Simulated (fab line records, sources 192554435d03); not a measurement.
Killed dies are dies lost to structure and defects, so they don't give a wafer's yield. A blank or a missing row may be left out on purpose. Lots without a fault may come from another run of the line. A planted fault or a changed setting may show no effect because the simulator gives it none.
Split-lot experiment | flow n5_finfet | 7 lots, 21 wafers read, on a route of 1938 steps

THE SPLIT
At N5_BEOL_M4_VIA_ETCH_34 (etches the open film in C4F6/O2, target depth 69.4 nm, time 65.9 s), the setting source_w was moved away from the recipe's 350 W on 9 of the 21 wafers read, by -8.1% to +5.9%. The other wafers ran this setting at the recipe's value.

The reading is taken at the split's own step.

THE READING
etch.depth_nm (the simulator's own value, which no gauge read), in nm, at N5_BEOL_M4_VIA_ETCH_34 (etches the open film in C4F6/O2, target depth 69.4 nm, time 65.9 s). The file gives no usual value for it. The 12 wafers here that ran the recipe average 69.15 nm, standard deviation 0.82 nm.

wafer  | tool, chamber at the split | source_w as run, W | against the recipe | etch.depth_nm, nm | against lot-mates on the recipe
L075.1 | rie_diel-06, 0             | 331                | -5.4%              | 66.45             | -3.08
L075.2 | rie_diel-06, 1             | 350                | recipe             | 70.06             | -
L075.4 | rie_diel-06, 3             | 350                | recipe             | 68.99             | -
L084.4 | rie_diel-03, 3             | 350                | recipe             | 69.49             | -
L084.5 | rie_diel-03, 2             | 366.2              | +4.6%              | 69.99             | +1.10
L084.6 | rie_diel-03, 0             | 350                | recipe             | 68.29             | -
L085.1 | rie_diel-03, 0             | 321.7              | -8.1%              | 66.56             | -3.00
L085.3 | rie_diel-03, 2             | 321.7              | -8.1%              | 66.91             | -2.65
L085.4 | rie_diel-03, 3             | 350                | recipe             | 69.56             | -
L089.1 | rie_diel-03, 0             | 350                | recipe             | 67.83             | -
L089.4 | rie_diel-03, 2             | 350                | recipe             | 67.93             | -
L089.5 | rie_diel-03, 1             | 350                | recipe             | 68.63             | -
L090.1 | rie_diel-04, 3             | 368.8              | +5.4%              | 71.69             | +1.42
L090.2 | rie_diel-04, 1             | 350                | recipe             | 70.27             | -
L090.3 | rie_diel-04, 0             | 368.8              | +5.4%              | 71.16             | +0.89
L091.1 | rie_diel-04, 3             | 350                | recipe             | 69.74             | -
L091.2 | rie_diel-04, 2             | 370.7              | +5.9%              | 71.8              | +2.06
L091.6 | rie_diel-04, 1             | 370.7              | +5.9%              | 71.89             | +2.15
L097.2 | rie_diel-03, 1             | 350                | recipe             | 70.19             | -
L097.3 | rie_diel-03, 0             | 350                | recipe             | 68.84             | -
L097.4 | rie_diel-03, 3             | 329                | -6.0%              | 68.73             | -0.78

THE FIT
A straight line over all 21 wafers: etch.depth_nm changes by +0.337 nm for each +1% of source_w; r = +0.86; the points scatter about the line by 0.84 nm.
The same after taking each lot's own level away (the mean of its wafers on the recipe; 21 wafers): +0.317 nm for each +1%; r = +0.92; scatter 0.59 nm.
On that fit, the largest move of source_w shifts the reading by 2.6 nm.
The lots' own levels span 68.130 to 70.270 nm, that is 2.6 times the standard deviation above.
So the lot-to-lot level changes the slope little: the two slopes agree.
Check: with one of the wafers moved furthest among these (-8.1%) left out of the fit, the line predicts -2.54 nm for it against its lot-mates. It came out at -3 nm against them.

THE FILE'S OWN FIT
etch.depth_nm changes by +0.315 nm for each +1% of source_w, r = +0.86.
